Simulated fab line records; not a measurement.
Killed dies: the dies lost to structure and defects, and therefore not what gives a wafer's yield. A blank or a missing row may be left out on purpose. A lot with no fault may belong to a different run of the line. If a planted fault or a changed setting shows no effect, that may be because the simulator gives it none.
Which tool was responsible? | flow n5 finfet | 24 lots (72 wafers sampled), 1 step of a 1938-step route

## WHAT EACH GAUGE READ, for each wafer
N5_BEOL_M2_OVL_MEAS_29. Usual: V1_OVL typically reads 0.1 nm, with standard deviation 0.63.
lot  | measured     | on         | V1_OVL (nm)    | flag
L074 | day 6 16:47  | overlay-01 | 0.1 0.7 0.2    |
L075 | day 6 20:21  | overlay-01 | -0.4 0.1 0.7   |
L076 | day 7 04:09  | overlay-01 | -0.3 -0.4 -0.9 |
L077 | day 7 14:37  | overlay-02 | -0.6 0.0 -0.2  |
L078 | day 7 17:30  | overlay-02 | -0.4 -0.3 -1.7 |
L079 | day 8 11:15  | overlay-01 | 0.8 1.5 0.1    |
L080 | day 8 15:10  | overlay-02 | 0.7 -0.2 -1.0  |
L081 | day 8 15:21  | overlay-01 | 1.1 1.2 0.8    |
L082 | day 9 08:09  | overlay-02 | -0.7 0.2 -0.5  |
L083 | day 9 10:53  | overlay-02 | 0.0 -0.2 -0.2  |
L084 | day 9 16:43  | overlay-02 | 0.0 -0.5 -0.5  |
L085 | day 10 01:20 | overlay-01 | -0.5 -0.3 -0.7 |
L087 | day 10 07:13 | overlay-02 | -0.1 0.6 -0.4  |
L086 | day 10 11:07 | overlay-01 | 1.1 0.6 0.4    |
L088 | day 10 17:43 | overlay-02 | 0.5 0.1 -0.1   |
L089 | day 10 18:02 | overlay-02 | 0.3 0.0 -0.1   |
L090 | day 10 22:10 | overlay-02 | 1.3 0.4 -0.1   |
L091 | day 10 23:01 | overlay-01 | 0.1 0.7 -0.4   |
L092 | day 11 08:47 | overlay-02 | 0.6 0.2 0.0    |
L093 | day 11 09:02 | overlay-02 | 0.5 0.5 -0.1   |
L094 | day 11 19:04 | overlay-01 | 0.7 -0.1 -0.4  |
L095 | day 12 08:38 | overlay-02 | 0.0 -0.1 -0.1  |
L096 | day 12 16:53 | overlay-01 | 0.8 0.7 0.2    |
L097 | day 12 17:52 | overlay-01 | 0.3 0.5 0.7    |

## EACH LOT AND THE TOOL THAT RAN IT (in order: tool; ch and the chambers of the sampled wafers; start)
The record holds no process step before these readings.

## WHAT THE TOOLS THEMSELVES READ (means of the sampled wafers that have a number; where no wafer has one, the mark that the record gives instead)
The record holds no such reading with a usual standard deviation.

## THE ANSWER, worked out from the rows above alone
Rule: take the mean of a lot's wafers that have a number; if it is more than 3 standard deviations from the usual mean, the lot is off. A lot without any number at a reading at which 4 lots or more have one is off too. All remaining lots with rows at the step are treated as sound. The gauges are gone through in route order, then the tools' own readings, and for those a lot's mean is taken as printed above. At the first step where some lot is off, the reading lying furthest off is the one used; lots without a number count as furthest.
No lot is off on any of the readings shown, so nothing can be concluded from this.

## WHAT THE SIMULATOR HAD INSERTED
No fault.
